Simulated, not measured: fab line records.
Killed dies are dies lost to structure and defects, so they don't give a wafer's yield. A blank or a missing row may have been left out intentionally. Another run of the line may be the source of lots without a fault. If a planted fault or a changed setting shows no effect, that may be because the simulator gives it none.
Matching of chambers / flow n5-finfet / N5_BEOL_M0_SAQP_PECVD_96 on pecvd-01: 3 sister chambers
The step deposits a-Si from SiH4/He, target thk 45 nm, time 45.2 s. 6 wafers are shown with their chamber, then 7 later ones without.

== WAFERS, EACH WITH ITS CHAMBER ==
wafer=L085.2; chamber=2; heater-power-outer-w (W)=484; heater-power-w (W)=794
wafer=L087.1; chamber=0; heater-power-outer-w (W)=339; heater-power-w (W)=565
wafer=L087.4; chamber=2; heater-power-outer-w (W)=539; heater-power-w (W)=863
wafer=L087.5; chamber=1; heater-power-outer-w (W)=370; heater-power-w (W)=658
wafer=L088.2; chamber=0; heater-power-outer-w (W)=365; heater-power-w (W)=601
wafer=L088.4; chamber=1; heater-power-outer-w (W)=386; heater-power-w (W)=654

== WAFERS WHOSE CHAMBER IS MISSING ==
wafer=L088.5; heater-power-outer-w (W)=381; heater-power-w (W)=666
wafer=L091.1; heater-power-outer-w (W)=418; heater-power-w (W)=706
wafer=L091.5; heater-power-outer-w (W)=363; heater-power-w (W)=601
wafer=L091.6; heater-power-outer-w (W)=418; heater-power-w (W)=710
wafer=L097.1; heater-power-outer-w (W)=482; heater-power-w (W)=821
wafer=L097.5; heater-power-outer-w (W)=482; heater-power-w (W)=825
wafer=L097.6; heater-power-outer-w (W)=436; heater-power-w (W)=719

== EACH ONE'S CHAMBER ==
wafer=L088.5; from the rows above=1; in truth=1
wafer=L091.1; from the rows above=1; in truth=1
wafer=L091.5; from the rows above=can't be placed: 0 or 1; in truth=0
wafer=L091.6; from the rows above=1; in truth=1
wafer=L097.1; from the rows above=2; in truth=2
wafer=L097.5; from the rows above=2; in truth=2
wafer=L097.6; from the rows above=can't be placed: 1 or 2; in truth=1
5 of 7 placed correctly. These rows do not allow placing 2 (true chamber among the candidates in 2). Placed wrongly: 0.
How it was worked out, from the rows above alone: a wafer's distance from a chamber is the root of the sum, over the readings, of the square of ((its reading less the chamber's mean) divided by the reading's scatter). The wafer belongs to the nearest chamber; if the next one is less than 2 further off, it can't be placed. The mean given for a chamber averages the wafers shown for that chamber. How the scatter is found: for the shown wafers, subtract from each reading the mean of its chamber, square and add these, divide the total by (wafers less chambers), then take the root.
